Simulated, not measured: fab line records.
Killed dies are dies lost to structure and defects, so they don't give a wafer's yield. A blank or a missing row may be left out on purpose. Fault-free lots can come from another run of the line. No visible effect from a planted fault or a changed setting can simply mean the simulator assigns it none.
Which tool is to blame? -- flow nand harc -- 12 lots with 36 wafers sampled at 5 steps, on a route of 1159 steps

## WHAT EACH GAUGE READ, for each wafer
NHARC_END_SORT_01. Usual: killed at array 28, standard deviation 11; killed at other 0.9, standard deviation 1.2; killed at periphery 2.6, standard deviation 2.1; killed dies 31, standard deviation 11; killed open 3.1, standard deviation 1.7; killed short 1.9, standard deviation 1.3.
lot,measured,on,killed at array,killed at other,killed at periphery,killed dies,killed open,killed short,flag
L562,day 25 23:12,prober-02,668 14 30,3 4 3,0 2 0,671 20 33,2 5 3,0 1 0,OFF
L566,day 27 05:28,prober-02,672 50 58,1 0 0,0 3 3,673 53 61,2 5 5,2 4 0,OFF

## TOOL THAT RAN EACH LOT (tool first, then ch and the chambers of the sampled wafers, then the start)
lot,NHARC_A_STAIRCASE_STRIP_205,NHARC_A_STAIRCASE_ETCH_223,NHARC_A_STAIRCASE_ETCH_225,NHARC_A_STAIRCASE_TRIM_229
L549,"plasma asher-01 ch 0,1, day 11 20:50","rie diel-13 ch 0,1,2, day 12 00:09 or earlier","rie diel-13 ch 0,1,3, day 12 00:09 or earlier","rie diel-11 ch 0,2,3, day 12 00:09"
L551,"plasma asher-01 ch 0, day 12 00:14","rie diel-11 ch 0,2,3, day 12 02:47 or earlier","rie diel-11 ch 1,2,3, day 12 02:47 or earlier","rie diel-09 ch 0,1, day 12 02:47"
L552,"plasma asher-02 ch 0,1, day 12 02:41","rie diel-13 ch 1,2, day 12 05:14 or earlier","rie diel-13 ch 0,3, day 12 05:14 or earlier","rie diel-09 ch 0,2,3, day 12 05:14"
L554,"plasma asher-01 ch 0,1, day 13 01:01","rie diel-11 ch 0,1,3, day 13 03:49 or earlier","rie diel-11 ch 0,1,2, day 13 03:49 or earlier","rie diel-09 ch 0,3, day 13 03:49"
L555,"plasma asher-02 ch 0,1, day 13 01:27","rie diel-13 ch 0,3, day 13 04:19 or earlier","rie diel-13 ch 0,1,3, day 13 04:19 or earlier","rie diel-11 ch 1,2,3, day 13 04:19"
L556,"plasma asher-01 ch 0,1, day 13 11:36","rie diel-13 ch 2,3, day 13 14:20 or earlier","rie diel-13 ch 0,2,3, day 13 14:20 or earlier","rie diel-09 ch 1,2, day 13 14:20"
L559,"plasma asher-02 ch 0,1, day 14 03:47","rie diel-13 ch 1,2, day 14 07:49 or earlier","rie diel-13 ch 0,2,3, day 14 07:49 or earlier","rie diel-09 ch 2,3, day 14 07:49"
L558,"plasma asher-01 ch 0,1, day 14 08:49","rie diel-09 ch 0,1, day 14 11:31 or earlier","rie diel-09 ch 0,1,3, day 14 11:31 or earlier","rie diel-09 ch 0,1,3, day 14 11:31"
L562,"plasma asher-01 ch 1, day 15 01:54","rie diel-13 ch 2,3, day 15 04:26 or earlier","rie diel-13 ch 0,1, day 15 04:26 or earlier","rie diel-09 ch 0,1,2, day 15 04:26"
L563,"plasma asher-01 ch 0,1, day 15 02:13","rie diel-11 ch 1,3, day 15 04:55 or earlier","rie diel-11 ch 0,2,3, day 15 04:55 or earlier","rie diel-11 ch 0,1,3, day 15 04:55"
L566,"plasma asher-01 ch 0,1, day 16 03:55","rie diel-11 ch 1,3, day 16 06:41 or earlier","rie diel-11 ch 1,2,3, day 16 06:41 or earlier","rie diel-09 ch 0,1,3, day 16 06:41"
L570,"plasma asher-02 ch 0,1, day 16 21:34","rie diel-13 ch 1,2, day 17 01:13 or earlier","rie diel-13 ch 0,3, day 17 01:13 or earlier","rie diel-13 ch 0,1,3, day 17 01:13"
- NHARC_A_STAIRCASE_STRIP_205: strips in O2.
- NHARC_A_STAIRCASE_ETCH_223: etches the open film in C4F8/O2, target depth 100 nm, time 40.5 s.
- NHARC_A_STAIRCASE_ETCH_225: etches the open film in C4F8/O2, target depth 100 nm, time 40.5 s.
- NHARC_A_STAIRCASE_TRIM_229: chemistry O2, time 211.2 s.

## AS READ BY THE TOOLS THEMSELVES (means over the sampled wafers that have a number; for cases with no such wafer, the mark the record gives instead)
NHARC_A_STAIRCASE_STRIP_205. Usual: drypump motor current A 5.8 A, standard deviation 0.41; heater power w 347 W, standard deviation 21.
lot,tool,drypump motor current A (A),heater power w (W),flag
L549,plasma asher-01,5.7,326,
L551,plasma asher-01,5.7,325,
L552,plasma asher-02,6.1,372,
L554,plasma asher-01,5.7,330,
L555,plasma asher-02,5.6,379,
L556,plasma asher-01,5.7,336,
L559,plasma asher-02,6.1,371,
L558,plasma asher-01,5.6,340,
L562,plasma asher-01,5.6,342,
L563,plasma asher-01,5.7,331,
L566,plasma asher-01,5.6,338,
L570,plasma asher-02,5.6,360,

NHARC_A_STAIRCASE_ETCH_223. Usual: oes product au 0.942 a.u., standard deviation 0.011; rf vpp V 894 V, standard deviation 5.2.
lot,tool,oes product au (a.u.),rf vpp V (V),flag
L549,rie diel-13,0.926,893,
L551,rie diel-11,0.948,891,
L552,rie diel-13,0.946,891,
L554,rie diel-11,0.957,893,
L555,rie diel-13,0.951,901,
L556,rie diel-13,0.944,900,
L559,rie diel-13,0.955,889,
L558,rie diel-09,0.935,895,
L562,rie diel-13,0.936,900,
L563,rie diel-11,0.946,896,
L566,rie diel-11,0.948,895,
L570,rie diel-13,0.938,889,

NHARC_A_STAIRCASE_ETCH_225. Usual: oes product au 0.945 a.u., standard deviation 0.0099; rf vpp V 894 V, standard deviation 5.2.
lot,tool,oes product au (a.u.),rf vpp V (V),flag
L549,rie diel-13,0.935,892,
L551,rie diel-11,0.951,894,
L552,rie diel-13,0.938,891,
L554,rie diel-11,0.938,893,
L555,rie diel-13,0.932,899,
L556,rie diel-13,0.955,896,
L559,rie diel-13,0.946,897,
L558,rie diel-09,0.942,897,
L562,rie diel-13,0.943,895,
L563,rie diel-11,0.953,891,
L566,rie diel-11,0.958,895,
L570,rie diel-13,0.946,903,

NHARC_A_STAIRCASE_TRIM_229. Usual: drypump motor current A is 5.5 A with standard deviation 0.37, o2 flow sccm is 499.9 sccm with standard deviation 1.5, oes product au is 1.002 a.u. with standard deviation 0.0079, rf vpp V is 57.6 V with standard deviation 0.89, run length s is 232.5 s with standard deviation 0.37, showerhead plenum p Torr is 3.51 Torr with standard deviation 0.15, and throttle valve pct is 17.036 % with standard deviation 0.0092.
lot,tool,drypump motor current A (A),o2 flow sccm (sccm),oes product au (a.u.),rf vpp V (V),run length s (s),showerhead plenum p Torr (Torr),throttle valve pct (%),flag
L549,rie diel-11,5.7,499.8,1.009,56.7,232.5,3.42,17.040,
L551,rie diel-09,5.0,499.7,0.997,57.7,232.1,3.51,17.031,
L552,rie diel-09,5.1,500.6,0.999,57.7,232.4,3.49,17.030,
L554,rie diel-09,5.0,500.3,0.999,56.9,232.4,3.42,17.033,
L555,rie diel-11,5.7,498.5,1.001,57.1,232.8,3.49,17.044,
L556,rie diel-09,5.4,499.7,0.995,57.6,232.3,3.72,17.030,
L559,rie diel-09,5.3,500.4,1.000,57.7,232.6,3.55,17.031,
L558,rie diel-09,5.1,499.7,0.998,58.5,232.3,3.56,17.037,
L562,rie diel-09,5.2,500.8,0.997,57.8,204.9,3.56,17.036,OFF
L563,rie diel-11,5.7,499.0,1.012,57.9,232.7,3.44,17.032,
L566,rie diel-09,5.2,499.5,1.001,57.9,204.9,3.55,17.034,OFF
L570,rie diel-13,5.8,501.1,1.008,57.7,232.4,3.60,17.027,

## THE ANSWER, worked out from the rows above alone
Rule: a lot is off if the mean of its wafers that have a number lies more than 3 standard deviations from the usual mean. A lot without any number at a reading at which 4 lots or more have one is off too. The other lots that the step has rows for count as sound. The gauges are gone through in route order, then the tools' own readings, and for those a lot's mean is taken as printed above. At the first step where some lot is off, the reading lying furthest off is the one used; lots without a number count as furthest.
Off: L562, L566 (NHARC_END_SORT_01, killed at array). Neither off nor sound, because the step has no rows for them: L549, L551, L552, L554, L555, L556, L559, L558, L563, L570.
A tool fits if, at a process step before that reading, it ran every lot that is off, and no sound lot after the first of them. The gauges at NHARC_END_SORT_01 aren't tried: what is off there is off at NHARC_A_STAIRCASE_TRIM_229 too, on other tools, and a gauge's error can't cause that. NHARC_A_STAIRCASE_ETCH_223: start missing for some lots; hours and lot order therefore follow NHARC_A_STAIRCASE_TRIM_229. NHARC_A_STAIRCASE_ETCH_225: start missing for some lots; hours and lot order therefore follow NHARC_A_STAIRCASE_TRIM_229. 2 tools fit, plasma asher-01 at NHARC_A_STAIRCASE_STRIP_205 and rie diel-09 at NHARC_A_STAIRCASE_TRIM_229, so this cannot tell which one it is.

## WHAT HAD BEEN PUT IN BY THE SIMULATOR
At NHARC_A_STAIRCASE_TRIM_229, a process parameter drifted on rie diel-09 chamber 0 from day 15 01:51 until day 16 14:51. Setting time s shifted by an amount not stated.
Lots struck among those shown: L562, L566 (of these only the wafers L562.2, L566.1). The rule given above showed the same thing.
